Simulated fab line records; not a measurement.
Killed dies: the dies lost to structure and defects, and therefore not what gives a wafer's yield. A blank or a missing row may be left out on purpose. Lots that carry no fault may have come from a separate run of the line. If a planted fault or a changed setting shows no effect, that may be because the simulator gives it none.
fab line records | flow n5_finfet
record: lots: 5 | wafers: 15 | last_day: 20
route steps=1938 shown BEOL_M13@1674
lots that met no fault: from a run of the same line without faults
start_h: hours from the record's first day to the start of the lot's first wafer shown | wait_h: hours elapsed since this lot's preceding step | " repeats the value in the row above | L1.1+2: a single row standing in for several wafers | - no value, or no start given | * or withheld: withheld | < > ~ a bound
route shown NAME@n: names a module that has steps shown in the file, with the first one's number in the route | usual: mean and standard deviation over wafers with no fault | same: alike in all rows | chamber/n: place in a boat | sites: the reading at each site | _std_site: the standard deviation of these | _edge_site: mean of outer sites minus mean of inner sites | radius_mm: for every site, how far away it sits from the centre of the wafer | mask NAME#n: copy n | behind: the last tool/chamber to shape the wafer | hold: reason for holding the lot/hours on hold/outcome of the hold | device: the transistor (n, p or np) that didn't switch | end of line: the route-end tests of the same wafers | a step without rows: its recipe alone | killed: at the first sort, the dies lost to defects and structure; wafer yield is something else | map: the dies of a wafer, with x for killed, . for not killed, _ for no die there
set.NAME: the setting as run; set.NAME@STEP: as run at that earlier step | model.NAME: the simulator's own value behind a step, which no gauge read
lots at selected steps of the route; one table per step, one row per wafer
services: from which hour (start_h, from the record's first day; less than 0 if before it) a tool's chamber was out of use, for how many hours, and why
== steps ==
step: N5_BEOL_M13_VIA_ETCH_16
recipe: chemistry: C4F8/O2/Ar | target: SiOC | pressure_mtorr: 30 | source_w: 3000 | bias_w: 700 | Ar_flow_sccm: 400 | C4F8_flow_sccm: 15 | O2_flow_sccm: 8 | he_inner_torr: 15 | he_outer_torr: 30 | target_depth_a: 9217 | time_s: withheld | ion_energy_ev: 250 | ends: cleared
usual: C4F8_flow_sccm: 15.00/0.046 | drypump_motor_current_A: 5.3/0.43 | oes_product_au: 0.69/0.081 | rf_vpp_V: 667.7/2.1 | showerhead_plenum_p_Torr: 3.50/0.07 | throttle_valve_pct: 24.19/0.21
lot.wafer | tool        | chamber | start_h | wait_h | C4F8_flow_sccm | drypump_motor_current_A | oes_product_au | rf_vpp_V | showerhead_plenum_p_Torr | throttle_valve_pct
L744.1    | rie_diel-02 | 3       | 299.35  | 0.0    | 15.03          | 5.5                     | 0.70           | 669.2    | 3.57                     | 23.96
L744.2    | "           | 0       | "       | "      | 15.07          | 5.0                     | 0.60           | 669.3    | 3.50                     | 24.31
L744.3    | "           | 1       | "       | "      | 14.97          | 5.1                     | 0.65           | 669.1    | 3.55                     | 24.04
L750.1    | rie_diel-02 | 3       | 332.03  | 0.0    | 15.01          | 5.5                     | 0.69           | 667.9    | 3.56                     | 23.99
L750.3    | "           | 0       | "       | "      | 15.00          | 5.0                     | 0.60           | 665.7    | 3.49                     | 24.32
L750.4    | "           | 1       | "       | "      | 15.02          | 5.1                     | 0.65           | 669.6    | 3.54                     | 24.04
L757.1    | rie_diel-02 | 3       | 415.04  | 0.0    | 15.02          | 5.5                     | 0.68           | 669.0    | 3.55                     | 23.99
L757.3    | "           | 0       | "       | "      | 14.95          | 5.1                     | 0.85           | 666.7    | 3.48                     | 24.00
L757.5    | "           | 0       | "       | "      | 14.99          | 5.1                     | 0.84           | 668.3    | 3.48                     | 24.02
L764.2    | rie_diel-01 | 2       | 427.61  | 0.0    | 15.09          | 5.0                     | 0.63           | 663.3    | 3.37                     | 24.38
L764.3    | "           | 0       | "       | "      | 15.04          | 5.5                     | 0.63           | 667.8    | 3.51                     | 24.02
L764.5    | "           | 1       | "       | "      | 14.99          | 5.8                     | 0.78           | 667.4    | 3.48                     | 24.25
L763.2    | rie_diel-04 | 1       | 442.22  | 0.0    | 14.99          | 6.1                     | 0.77           | 671.1    | 3.61                     | 24.01
L763.3    | "           | 0       | "       | "      | 15.03          | 6.1                     | 0.76           | 665.6    | 3.45                     | 24.25
L763.5    | "           | 1       | "       | "      | 15.04          | 6.1                     | 0.77           | 671.4    | 3.61                     | 24.03
step: N5_BEOL_M13_STRIP_63
recipe: chemistry: N2/H2 | power_w: 1000 | temp_c: 250 | h2_frac: 0.65 | overash_fraction: 0.3 | pressure_mtorr: 1000 | n2_flow_sccm: 1750 | h2_flow_sccm: 3250
usual: drypump_motor_current_A: 5.6/0.66 | heater_power_w: 323/46 | oes_product_au: 0.675/0.0047 | strip_time_to_endpoint_s: 28.1/0.9
lot.wafer | tool            | chamber | start_h | wait_h | drypump_motor_current_A | heater_power_w | oes_product_au | rf_hours_counter_h | strip_time_to_endpoint_s
L744.1    | plasma_asher-01 | 0       | 299.66  | -      | 5.8                     | 289            | 0.678          | 98                 | 27.8
L744.2    | "               | 1       | "       | "      | 4.7                     | 348            | 0.674          | 98                 | 28.7
L744.3    | "               | 0       | "       | "      | 5.8                     | 291            | 0.675          | -                  | 28.4
L750.1    | plasma_asher-01 | 1       | 332.30  | -      | 4.7                     | 335            | 0.674          | 108                | 28.3
L750.3    | "               | 1       | "       | "      | 4.7                     | 342            | 0.682          | -                  | 28.7
L750.4    | "               | 0       | "       | "      | 5.8                     | 284            | 0.671          | -                  | 27.1
L757.1    | plasma_asher-02 | 1       | 415.28  | -      | 6.5                     | 405            | 0.672          | 131                | 28.9
L757.3    | "               | 1       | "       | "      | 6.5                     | 408            | 0.683          | -                  | 29.1
L757.5    | "               | 0       | "       | "      | 6.1                     | 281            | 0.677          | -                  | 26.5
L764.2    | plasma_asher-02 | 1       | 427.85  | -      | 6.5                     | 413            | 0.671          | 134                | 28.1
L764.3    | "               | 0       | "       | "      | 6.1                     | 279            | 0.673          | -                  | 28.5
L764.5    | "               | 0       | "       | "      | 6.1                     | 281            | 0.676          | -                  | 26.3
L763.2    | plasma_asher-01 | 0       | 442.46  | -      | 5.8                     | 293            | 0.683          | 130                | 28.8
L763.3    | "               | 1       | "       | "      | 4.7                     | 349            | 0.673          | -                  | 28.8
L763.5    | "               | 1       | "       | "      | 4.7                     | 346            | 0.671          | -                  | 27.8
step: N5_BEOL_M13_STRIP_64
recipe: chemistry: N2/H2 | power_w: 1000 | temp_c: 250 | h2_frac: 0.65 | overash_fraction: 0.3 | pressure_mtorr: withheld | n2_flow_sccm: 1750 | h2_flow_sccm: 3250
usual: drypump_motor_current_A: 5.6/0.66 | heater_power_w: 324/46 | oes_product_au: 0.715/0.0045 | strip_time_to_endpoint_s: 31.34/0.06
lot.wafer | tool            | chamber | start_h | wait_h | drypump_motor_current_A | heater_power_w | oes_product_au | rf_hours_counter_h | strip_time_to_endpoint_s
L744.1    | plasma_asher-01 | 0       | 299.72  | 0.0    | 5.8                     | 287            | 0.719          | 98                 | 31.39
L744.2    | "               | 1       | "       | "      | 4.7                     | 335            | 0.722          | 98                 | 31.36
L744.3    | "               | 0       | "       | "      | 5.8                     | 281            | 0.707          | -                  | 31.37
L750.1    | plasma_asher-01 | 1       | 332.36  | 0.0    | 4.8                     | 342            | 0.711          | 108                | 31.30
L750.3    | "               | 1       | "       | "      | 4.8                     | 352            | 0.712          | -                  | 31.25
L750.4    | "               | 0       | "       | "      | 5.8                     | 284            | 0.713          | -                  | 31.32
L757.1    | plasma_asher-02 | 1       | 415.34  | 0.0    | 6.5                     | 412            | 0.707          | 131                | 31.31
L757.3    | "               | 1       | "       | "      | 6.5                     | 408            | 0.708          | -                  | 31.27
L757.5    | "               | 0       | "       | "      | 6.1                     | 277            | 0.721          | -                  | 31.25
L764.2    | plasma_asher-02 | 1       | 427.91  | 0.0    | 6.5                     | 407            | 0.718          | 135                | 31.24
L764.3    | "               | 0       | "       | "      | 6.1                     | 283            | 0.721          | -                  | 31.30
L764.5    | "               | 0       | "       | "      | 6.1                     | 279            | 0.711          | -                  | 31.27
L763.2    | plasma_asher-01 | 0       | 442.52  | 0.0    | 5.8                     | 285            | 0.710          | 130                | 31.36
L763.3    | "               | 1       | "       | "      | 4.8                     | 349            | 0.712          | -                  | 31.33
L763.5    | "               | 1       | "       | "      | 4.8                     | 341            | 0.704          | -                  | 31.31
step: N5_BEOL_M13_STRIP_71
recipe: chemistry: post_etch_residue_remover | time_s: 60 | temp_c: 25 | remover_ph: withheld | remover_water_wt_pct: withheld | remover_fluoride_wt_pct: withheld
step: N5_BEOL_M13_SRD_72
recipe: time_s: 30 | temp_c: 23 | rinse_liquid: diw | dry: n2_spin | spin_rpm: 1500 | dry_time_s: 30
step: N5_BEOL_M13_CD_MEAS_17
recipe: target_cd_nm: 190 | polarity: opening
usual: cd_nm: 190.3/1.5
lot.wafer | tool      | chamber | start_h | wait_h | cd_nm
L744.1    | cd_sem-01 | -       | 299.86  | 0.0    | 190.8
L744.2    | "         | -       | "       | "      | 190.3
L744.3    | "         | -       | "       | "      | 192.1
L750.1    | cd_sem-02 | -       | 332.55  | 0.0    | 188.8
L750.3    | "         | -       | "       | "      | 192.0
L750.4    | "         | -       | "       | "      | 188.8
L757.1    | cd_sem-02 | -       | 415.52  | 0.0    | 190.8
L757.3    | "         | -       | "       | "      | 191.2
L757.5    | "         | -       | "       | "      | 189.5
L764.2    | cd_sem-02 | -       | 428.06  | 0.0    | 192.6
L764.3    | "         | -       | "       | "      | 191.5
L764.5    | "         | -       | "       | "      | 193.2
L763.2    | cd_sem-02 | -       | 442.67  | 0.0    | 190.4
L763.3    | "         | -       | "       | "      | 188.4
L763.5    | "         | -       | "       | "      | 190.7
step: N5_BEOL_M13_COAT_65
recipe: resist: SOC | temp_c: 250 | time_s: 60 | spin_rpm: 1500 | resist_thk_nm: 350
step: N5_BEOL_M13_COAT_66
recipe: resist: SiARC | temp_c: 220 | time_s: 60 | spin_rpm: 1500 | resist_thk_nm: 110
step: N5_BEOL_M13_COAT_22
recipe: spin_rpm: 2888 | resist_thk_nm: 300
step: N5_BEOL_M13_EBR_24
recipe: solvent: PGMEA | ebr_width_mm: 1.5
step: N5_BEOL_M13_SOFTBAKE_23
recipe: temp_c: 130 | time_s: 60
step: N5_BEOL_M13_EXPOSE_25
recipe: mask_id: M13 | na: 0.93 | source_shape: conventional | sigma_outer: 0.4 | polarization: unpolarized | target_cd_nm: 210 | dose_mj: 22
step: N5_BEOL_M13_PEB_26
recipe: peb_temp_c: 130 | peb_time_s: 90
lot.wafer  | tool           | chamber | start_h | wait_h
L744.1+2+3 | litho_track-04 | 0       | 300.20  | 0.1
L750.1+3+4 | litho_track-01 | 0       | 332.88  | 0.1
L757.1+3+5 | litho_track-01 | 0       | 415.89  | 0.1
L764.2+3+5 | litho_track-05 | 0       | 428.27  | 0.0
L763.2+3+5 | litho_track-05 | 0       | 443.00  | 0.0
step: N5_BEOL_M13_DEVELOP_27
recipe: develop_time_s: 45 | rinse_liquid: diw | dry: air_spin | dev_temp_c: 21
step: N5_BEOL_M13_HARDBAKE_32
recipe: temp_c: 130 | time_s: 120
step: N5_BEOL_M13_CD_MEAS_28
recipe: target_cd_nm: 209.5 | landing_energy_ev: 500 | detector: se_inlens
usual: cd_nm: 209.1/1
lot.wafer | tool      | chamber | start_h | wait_h | cd_nm
L744.1    | cd_sem-02 | 0       | 300.31  | -      | 209.0
L744.2    | "         | 0       | "       | "      | 208.0
L744.3    | "         | 0       | "       | "      | 208.2
L750.1    | cd_sem-01 | 0       | 333.00  | -      | 212.1
L750.3    | "         | 0       | "       | "      | 210.4
L750.4    | "         | 0       | "       | "      | 210.9
L757.1    | cd_sem-02 | 0       | 416.00  | -      | 211.7
L757.3    | "         | 0       | "       | "      | 211.7
L757.5    | "         | 0       | "       | "      | 211.1
L764.2    | cd_sem-03 | 0       | 428.38  | -      | 208.3
L764.3    | "         | 0       | "       | "      | 209.1
L764.5    | "         | 0       | "       | "      | 208.4
L763.2    | cd_sem-03 | 0       | 443.12  | -      | 209.5
L763.3    | "         | 0       | "       | "      | 210.6
L763.5    | "         | 0       | "       | "      | 208.1
step: N5_BEOL_M13_OVL_MEAS_29
recipe: points_per_wafer: 44
usual: M13_OVL: -3/4.9
lot.wafer | tool       | chamber | start_h | wait_h | M13_OVL[nm]
L744.1    | overlay-01 | 0       | 300.34  | 0.0    | -1
L744.2    | "          | 0       | "       | "      | -1
L744.3    | "          | 0       | "       | "      | -6
L750.1    | overlay-01 | 0       | 333.03  | 0.0    | 1
L750.3    | "          | 0       | "       | "      | 4
L750.4    | "          | 0       | "       | "      | -5
L757.1    | overlay-01 | 0       | 416.03  | 0.0    | -5
L757.3    | "          | 0       | "       | "      | -1
L757.5    | "          | 0       | "       | "      | 2
L764.2    | overlay-01 | 0       | 428.41  | 0.0    | -5
L764.3    | "          | 0       | "       | "      | -2
L764.5    | "          | 0       | "       | "      | -1
L763.2    | overlay-01 | 0       | 443.15  | 0.0    | -3
L763.3    | "          | 0       | "       | "      | -2
L763.5    | "          | 0       | "       | "      | 1
step: N5_BEOL_M13_INSPECT_30
recipe: mode: adi | inspect_instrument: macro
usual: raw_defect_count: 2.2/1.5
lot.wafer | tool              | chamber | start_h | wait_h | raw_defect_count
L744.1    | defect_inspect-02 | -       | 300.37  | 0.0    | 2
L744.2    | "                 | -       | "       | "      | 0
L744.3    | "                 | -       | "       | "      | 4
L750.1    | defect_inspect-01 | -       | 333.05  | 0.0    | 2
L750.3    | "                 | -       | "       | "      | 4
L750.4    | "                 | -       | "       | "      | 3
L757.1    | defect_inspect-02 | -       | 416.06  | 0.0    | 1
L757.3    | "                 | -       | "       | "      | 7
L757.5    | "                 | -       | "       | "      | 2
L764.2    | defect_inspect-01 | -       | 428.44  | 0.0    | 2
L764.3    | "                 | -       | "       | "      | 3
L764.5    | "                 | -       | "       | "      | 1
L763.2    | defect_inspect-01 | -       | 443.17  | 0.0    | 4
L763.3    | "                 | -       | "       | "      | 2
L763.5    | "                 | -       | "       | "      | 5
step: N5_BEOL_M13_DESCUM_33
recipe: chemistry: O2 | time_s: 7.9 | source_power_w: 50 | bias_power_w: 20 | pressure_mtorr: 20 | rf_frequency_hz: 2.712e+07 | temp_c: 40 | o2_flow_sccm: 225
usual: drypump_motor_current_A: 5.3/0.43 | oes_product_au: 0.77/0.083 | rf_vpp_V: 244.0/1.1 | showerhead_plenum_p_Torr: 2.15/0.041 | throttle_valve_pct: 20.42/0.22
lot.wafer | tool        | chamber | start_h | wait_h | drypump_motor_current_A | oes_product_au | rf_hours_counter_h | rf_vpp_V | showerhead_plenum_p_Torr | throttle_valve_pct | model.BEOL_M13.cd_nm
L744.1    | rie_diel-01 | 1       | 300.40  | 0.0    | 5.8                     | 0.94           | 7                  | 244.3    | 2.14                     | 20.40              | 209
L744.2    | "           | 3       | "       | "      | 4.7                     | 0.71           | 204                | 244.7    | 2.16                     | 20.28              | 208.4
L744.3    | "           | 0       | "       | "      | 5.5                     | 0.72           | 179                | 243.7    | 2.17                     | 20.30              | 208.4
L750.1    | rie_diel-01 | 0       | 333.09  | 0.0    | 5.5                     | 0.73           | 191                | 244.6    | 2.17                     | 20.34              | 211.8
L750.3    | "           | 1       | "       | "      | 5.8                     | 0.92           | 19                 | 243.8    | 2.14                     | 20.40              | 210.2
L750.4    | "           | 2       | "       | "      | 5.0                     | 0.73           | 197                | 242.8    | 2.09                     | 20.71              | 210.6
L757.1    | rie_diel-01 | 3       | 416.18  | 0.1    | 4.6                     | 0.69           | 229                | 244.6    | 2.15                     | 20.33              | 211.8
L757.3    | "           | 0       | "       | "      | 5.5                     | 0.69           | 214                | 244.1    | 2.16                     | 20.35              | 211.6
L757.5    | "           | 0       | "       | "      | 5.5                     | 0.70           | -                  | 244.0    | 2.16                     | 20.36              | 211.2
L764.2    | rie_diel-01 | 3       | 428.47  | 0.0    | 4.6                     | 0.69           | 234                | 243.7    | 2.14                     | 20.34              | 208.4
L764.3    | "           | 1       | "       | "      | 5.8                     | 0.87           | 46                 | 243.7    | 2.13                     | 20.44              | 208.8
L764.5    | "           | 1       | "       | "      | 5.7                     | 0.86           | -                  | 242.1    | 2.13                     | 20.47              | 208.6
L763.2    | rie_diel-04 | 2       | 443.20  | 0.0    | 5.5                     | 0.90           | 16                 | 242.8    | 2.05                     | 20.24              | 209.4
L763.3    | "           | 1       | "       | "      | 6.1                     | 0.84           | 55                 | 245.1    | 2.22                     | 20.25              | 210.4
L763.5    | "           | 3       | "       | "      | 5.7                     | 0.69           | -                  | 242.4    | 2.07                     | 20.43              | 208.2
step: N5_BEOL_M13_ETCH_67
recipe: chemistry: CF4 | target: SiARC | target_depth_a: 1430 | time_s: 238.3 | ion_energy_ev: 80 | pressure_mtorr: 40 | source_w: 545 | bias_w: 36 | Ar_flow_sccm: 100 | cf4_flow_sccm: 100 | ends: cleared
step: N5_BEOL_M13_ETCH_68
recipe: chemistry: N2/H2 | target: SOC | mask_material: SiARC | source_w: 3000 | bias_w: 350 | temp_c: 40 | time_s: 355 | ion_energy_ev: 200 | pressure_mtorr: 30 | n2_flow_sccm: 200 | h2_flow_sccm: 200
usual: drypump_motor_current_A: 5.3/0.43 | oes_product_au: 0.77/0.085 | rf_vpp_V: 525.8/1.6 | showerhead_plenum_p_Torr: 2.62/0.054 | throttle_valve_pct: 17.78/0.24
lot.wafer | tool        | chamber | start_h | wait_h | drypump_motor_current_A | oes_product_au | rf_hours_counter_h | rf_vpp_V | showerhead_plenum_p_Torr | throttle_valve_pct
L744.1    | rie_diel-01 | 1       | 300.58  | 0.1    | 5.8                     | 0.95           | 7                  | 524.9    | 2.61                     | 17.78
L744.2    | "           | 3       | "       | "      | 4.6                     | 0.71           | 204                | 526.3    | 2.63                     | 17.66
L744.3    | "           | 0       | "       | "      | 5.5                     | 0.72           | 179                | 526.9    | 2.64                     | 17.66
L750.1    | rie_diel-01 | 0       | 333.27  | 0.1    | 5.5                     | 0.72           | 191                | 524.2    | 2.63                     | 17.67
L750.3    | "           | 1       | "       | "      | 5.8                     | 0.91           | 19                 | 525.3    | 2.60                     | 17.82
L750.4    | "           | 2       | "       | "      | 4.9                     | 0.72           | 197                | 523.5    | 2.52                     | 17.94
L757.1    | rie_diel-01 | 3       | 416.37  | 0.1    | 4.7                     | 0.70           | 229                | 526.6    | 2.62                     | 17.69
L757.3    | "           | 0       | "       | "      | 5.5                     | 0.70           | 214                | 527.4    | 2.62                     | 17.72
L757.5    | "           | 0       | "       | "      | 5.5                     | 0.70           | -                  | 526.5    | 2.62                     | 17.70
L764.2    | rie_diel-01 | 3       | 428.65  | 0.1    | 4.6                     | 0.69           | 234                | 525.6    | 2.62                     | 17.72
L764.3    | "           | 1       | "       | "      | 5.8                     | 0.86           | 47                 | 524.6    | 2.59                     | 17.85
L764.5    | "           | 1       | "       | "      | 5.8                     | 0.87           | -                  | 524.1    | 2.59                     | 17.87
L763.2    | rie_diel-04 | 2       | 443.39  | 0.1    | 5.5                     | 0.91           | 16                 | 521.6    | 2.49                     | 17.57
L763.3    | "           | 1       | "       | "      | 6.1                     | 0.86           | 55                 | 528.4    | 2.69                     | 17.54
L763.5    | "           | 3       | "       | "      | 5.6                     | 0.71           | -                  | 523.0    | 2.51                     | 17.77
step: N5_BEOL_M13_STRIP_69
recipe: chemistry: N2/H2 | temp_c: 40 | n2_flow_sccm: 200 | h2_flow_sccm: 200 | rf_frequency_hz: 6e+07
step: N5_BEOL_M13_TRENCH_ETCH_34
recipe: chemistry: C4F8/O2/Ar | target: SiOC | target_depth_a: 4134.7 | mask_material: SOC | pressure_mtorr: 30 | source_w: 3000 | bias_w: 700 | Ar_flow_sccm: 400 | C4F8_flow_sccm: 15 | O2_flow_sccm: 8 | he_inner_torr: 15 | he_outer_torr: 30 | time_s: 162.6 | ion_energy_ev: 250
usual: C4F8_flow_sccm: 15.00/0.047 | drypump_motor_current_A: 5.3/0.44 | oes_product_au: 0.77/0.083 | rf_vpp_V: 668.0/2 | showerhead_plenum_p_Torr: 3.51/0.066 | throttle_valve_pct: 24.18/0.22
lot.wafer | tool        | chamber | start_h | wait_h | C4F8_flow_sccm | drypump_motor_current_A | oes_product_au | rf_hours_counter_h | rf_vpp_V | showerhead_plenum_p_Torr | throttle_valve_pct
L744.1    | rie_diel-01 | 1       | 300.80  | 0.0    | 15.00          | 5.7                     | 0.96           | 7                  | 666.1    | 3.50                     | 24.20
L744.2    | "           | 3       | "       | "      | 15.02          | 4.7                     | 0.72           | 204                | 667.8    | 3.53                     | 24.07
L744.3    | "           | 0       | "       | "      | 14.97          | 5.4                     | 0.72           | 179                | 667.3    | 3.53                     | 23.97
L750.1    | rie_diel-01 | 0       | 333.49  | 0.0    | 14.91          | 5.5                     | 0.72           | 191                | 669.4    | 3.52                     | 23.98
L750.3    | "           | 1       | "       | "      | 15.00          | 5.8                     | 0.91           | 19                 | 667.1    | 3.49                     | 24.24
L750.4    | "           | 2       | "       | "      | 14.95          | 5.0                     | 0.72           | 197                | 666.5    | 3.39                     | 24.35
L757.1    | rie_diel-01 | 3       | 416.59  | 0.0    | 15.03          | 4.7                     | 0.70           | 229                | 668.7    | 3.51                     | 24.08
L757.3    | "           | 0       | "       | "      | 14.97          | 5.5                     | 0.70           | 215                | 669.1    | 3.51                     | 24.00
L757.5    | "           | 0       | "       | "      | 15.02          | 5.5                     | 0.69           | -                  | 668.1    | 3.51                     | 24.01
L764.2    | rie_diel-01 | 3       | 428.87  | 0.0    | 15.06          | 4.7                     | 0.70           | 234                | 668.9    | 3.51                     | 24.12
L764.3    | "           | 1       | "       | "      | 15.14          | 5.8                     | 0.86           | 47                 | 667.4    | 3.48                     | 24.27
L764.5    | "           | 1       | "       | "      | 15.09          | 5.8                     | 0.87           | -                  | 667.4    | 3.48                     | 24.25
L763.2    | rie_diel-04 | 2       | 443.61  | 0.0    | 15.03          | 5.5                     | 0.91           | 16                 | 663.1    | 3.36                     | 24.08
L763.3    | "           | 1       | "       | "      | 15.04          | 6.1                     | 0.85           | 55                 | 671.6    | 3.61                     | 24.00
L763.5    | "           | 3       | "       | "      | 14.98          | 5.7                     | 0.70           | -                  | 663.8    | 3.38                     | 24.12
step: N5_BEOL_M13_STRIP_70
recipe: chemistry: C4F8/O2/Ar | resist: SiARC | rf_frequency_hz: 6e+07
step: N5_BEOL_M13_OCD_MEAS_35
usual: trench_depth_nm: 410/4.2
lot.wafer | tool   | chamber | start_h | wait_h | trench_depth_nm
L744.1    | ocd-01 | -       | 300.98  | 0.0    | 418
L744.2    | "      | -       | "       | "      | 412
L744.3    | "      | -       | "       | "      | 403
L750.1    | ocd-02 | -       | 333.66  | 0.0    | 411
L750.3    | "      | -       | "       | "      | 415
L750.4    | "      | -       | "       | "      | 410
L757.1    | ocd-01 | -       | 416.76  | 0.0    | 405
L757.3    | "      | -       | "       | "      | 400
L757.5    | "      | -       | "       | "      | 401
L764.2    | ocd-02 | -       | 429.05  | 0.0    | 409
L764.3    | "      | -       | "       | "      | 411
L764.5    | "      | -       | "       | "      | 412
L763.2    | ocd-01 | -       | 443.78  | 0.0    | 412
L763.3    | "      | -       | "       | "      | 415
L763.5    | "      | -       | "       | "      | 410
step: N5_BEOL_M13_STRIP_37
recipe: chemistry: N2/H2 | power_w: 1000 | temp_c: 250 | h2_frac: 0.65 | overash_fraction: 0.3 | pressure_mtorr: withheld | n2_flow_sccm: 1750 | h2_flow_sccm: 3250
step: N5_BEOL_M13_ETCH_38
recipe: chemistry: CF4/N2 | target: SiCN | target_depth_a: 675 | taper_deg: 2 | time_s: 71.9 | ion_energy_ev: 150 | mask_material: SiO2 | pressure_mtorr: 40 | source_w: 430 | bias_w: 70 | Ar_flow_sccm: 100 | cf4_flow_sccm: 60 | n2_flow_sccm: 60
usual: drypump_motor_current_A: 5.4/0.48 | oes_product_au: 0.78/0.09 | rf_vpp_V: 383.6/1.4 | showerhead_plenum_p_Torr: 2.26/0.05 | throttle_valve_pct: 15.44/0.19
lot.wafer | tool        | chamber | start_h | wait_h | drypump_motor_current_A | oes_product_au | rf_hours_counter_h | rf_vpp_V | showerhead_plenum_p_Torr | throttle_valve_pct | model.BEOL_M13.cd_nm
L744.1    | rie_diel-01 | 3       | 302.58  | -      | 4.6                     | 0.71           | 205                | 383.6    | 2.28                     | 15.41              | 209.8
L744.2    | "           | 2       | "       | "      | 5.0                     | 0.73           | 187                | 381.8    | 2.19                     | 15.64              | 210
L744.3    | "           | 1       | "       | "      | 5.8                     | 0.95           | 8                  | 383.9    | 2.26                     | 15.33              | 207.6
L750.1    | rie_diel-04 | 1       | 333.78  | -      | 6.1                     | 0.90           | 22                 | 385.8    | 2.34                     | 15.18              | 212.8
L750.3    | "           | 2       | "       | "      | 5.5                     | 0.67           | 242                | 381.6    | 2.17                     | 15.64              | 212.2
L750.4    | "           | 3       | "       | "      | 5.6                     | 0.72           | 187                | 381.1    | 2.19                     | 15.40              | 211.8
L757.1    | rie_diel-02 | 2       | 416.90  | -      | 4.8                     | 0.79           | 136                | 385.5    | 2.30                     | 15.90              | 212.8
L757.3    | "           | 1       | "       | "      | 5.0                     | 0.70           | 223                | 384.1    | 2.28                     | 15.39              | 212.2
L757.5    | "           | 1       | "       | "      | 5.1                     | 0.69           | -                  | 385.9    | 2.28                     | 15.37              | 212.8
L764.2    | rie_diel-04 | 2       | 434.30  | -      | 5.5                     | 0.91           | 13                 | 382.8    | 2.16                     | 15.19              | 209.2
L764.3    | "           | 3       | "       | "      | 5.7                     | 0.71           | 217                | 382.6    | 2.18                     | 15.46              | 210.6
L764.5    | "           | 3       | "       | "      | 5.6                     | 0.71           | -                  | 381.3    | 2.18                     | 15.47              | 209.8
L763.2    | rie_diel-01 | 3       | 448.79  | -      | 4.6                     | 0.69           | 240                | 383.3    | 2.27                     | 15.49              | 209.6
L763.3    | "           | 0       | "       | "      | 5.5                     | 0.69           | 225                | 385.3    | 2.27                     | 15.41              | 212.4
L763.5    | "           | 3       | "       | "      | 4.6                     | 0.69           | -                  | 383.1    | 2.27                     | 15.49              | 210.6
step: N5_BEOL_M13_PRECLEAN_39
recipe: chemistry: residue_remover | time_s: 60 | temp_c: 40
== services ==
tool            | chamber | start_h | hours | kind
plasma_asher-02 | -       | 288.87  | 28.1  | pm
rie_diel-01     | 1       | 291.76  | 3.0   | repair
rie_diel-02     | 2       | 294.86  | 20.4  | repair
rie_diel-01     | 3       | 342.61  | 28.4  | repair
rie_diel-01     | -       | 343.93  | 0.2   | repair
rie_diel-02     | 3       | 351.99  | 7.2   | repair
rie_diel-02     | 0       | 359.19  | -     | clean
rie_diel-02     | 0       | 359.19  | -     | consumable_replace:focus_ring
rie_diel-02     | 0       | 359.19  | 22.7  | scheduled_down
rie_diel-02     | 0       | 359.19  | 22.7  | vent_cycle
rie_diel-04     | 2       | 369.75  | -     | clean
rie_diel-04     | 2       | 369.75  | -     | consumable_replace:focus_ring
rie_diel-04     | 2       | 369.75  | 20.7  | scheduled_down
rie_diel-04     | 2       | 369.75  | 20.7  | vent_cycle
litho_track-05  | -       | 381.05  | -     | consumable_replace:filter
rie_diel-01     | -       | 383.87  | 4.3   | pm
litho_track-04  | -       | 391.04  | -     | consumable_replace:filter
rie_diel-04     | 2       | 404.85  | 1.6   | repair
rie_diel-02     | 2       | 407.57  | 1.4   | repair
rie_diel-01     | -       | 413.97  | 2.1   | repair
plasma_asher-02 | -       | 430.23  | 1.6   | repair
rie_diel-04     | -       | 436.28  | 2.6   | repair
== key ==
first_sign: step: N5_BEOL_M13_CD_MEAS_28 | reading: cd_nm | direction: up | sigmas: 2.4 | usual: 209.1 | struck: 211.5 | through: control_loop
effect none on later readings
model_effect: step: N5_BEOL_M13_DESCUM_33 | value: BEOL_M13.cd_nm | without: 209.1 | struck: 211.5
model_effect: step: N5_BEOL_M13_ETCH_38 | value: BEOL_M13.cd_nm | without: 210.1 | struck: 212.6
met_at N5_BEOL_M13_PEB_26
struck_wafers L757.1,L757.3,L757.5
loop_trim: step: N5_BEOL_M13_EXPOSE_25 | setting: dose | lots: L757
onset_between 332.88 415.89
also_fits N5_BEOL_M13_VIA_ETCH_16:rie_diel-02
fault: kind: process_parameter_drift | tool: litho_track-01 | chamber: - | onset_h: 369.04 | steps: N5_BEOL_M13_PEB_26 | channel: peb_time_s | offset: * | shape: step | end_h: 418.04 | acts_in: * | stated: *
loop_trim: a control loop set the setting to another value than it would have without faults
